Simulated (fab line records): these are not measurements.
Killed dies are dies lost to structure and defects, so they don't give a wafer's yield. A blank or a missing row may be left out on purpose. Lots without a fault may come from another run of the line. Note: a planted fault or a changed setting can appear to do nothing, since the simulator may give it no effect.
Matching of chambers + flow n5 finfet + N5_BEOL_M7_DESCUM_33 on rie diel-02: 4 sister chambers
The step chemistry O2, time 7 s. 4 wafers are shown with their chamber, then 10 later ones without.

EACH WAFER AND ITS CHAMBER
| wafer  | chamber | showerhead plenum p Torr (Torr) |
|--------|---------|---------------------------------|
| L083.4 | 2       | 2.01                            |
| L090.4 | 3       | 2.10                            |
| L092.1 | 1       | 2.21                            |
| L092.2 | 0       | 2.12                            |

WAFERS WITH NO CHAMBER GIVEN
| wafer  | showerhead plenum p Torr (Torr) |
|--------|---------------------------------|
| L092.6 | 2.00                            |
| L091.1 | 2.10                            |
| L091.2 | 2.12                            |
| L091.6 | 2.10                            |
| L093.1 | 2.12                            |
| L093.4 | 2.00                            |
| L093.6 | 2.00                            |
| L096.2 | 2.12                            |
| L096.4 | 2.09                            |
| L096.5 | 2.11                            |

EACH ONE'S CHAMBER
| wafer  | from the rows above     | in truth |
|--------|-------------------------|----------|
| L092.6 | 2                       | 2        |
| L091.1 | 3                       | 3        |
| L091.2 | 0                       | 0        |
| L091.6 | 3                       | 3        |
| L093.1 | 0                       | 0        |
| L093.4 | 2                       | 2        |
| L093.6 | 2                       | 2        |
| L096.2 | 0                       | 0        |
| L096.4 | 3                       | 3        |
| L096.5 | can't be placed: 3 or 0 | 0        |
Correct placement for 9 of the 10. Cannot be placed on the basis of these rows: 1; the candidates contain the true chamber in 1. 0 placed wrongly.
How it was worked out, from the rows above alone: a wafer's distance from a chamber is the root of the sum, over the readings, of the square of ((its reading less the chamber's mean) divided by the reading's scatter). The wafer belongs to the nearest chamber; if the next one is less than 2 further off, it can't be placed. The mean given for a chamber averages the wafers shown for that chamber. The scatter: with one shown wafer a chamber, the root of the mean of the squares of how far each hidden wafer lies from its nearest shown one.
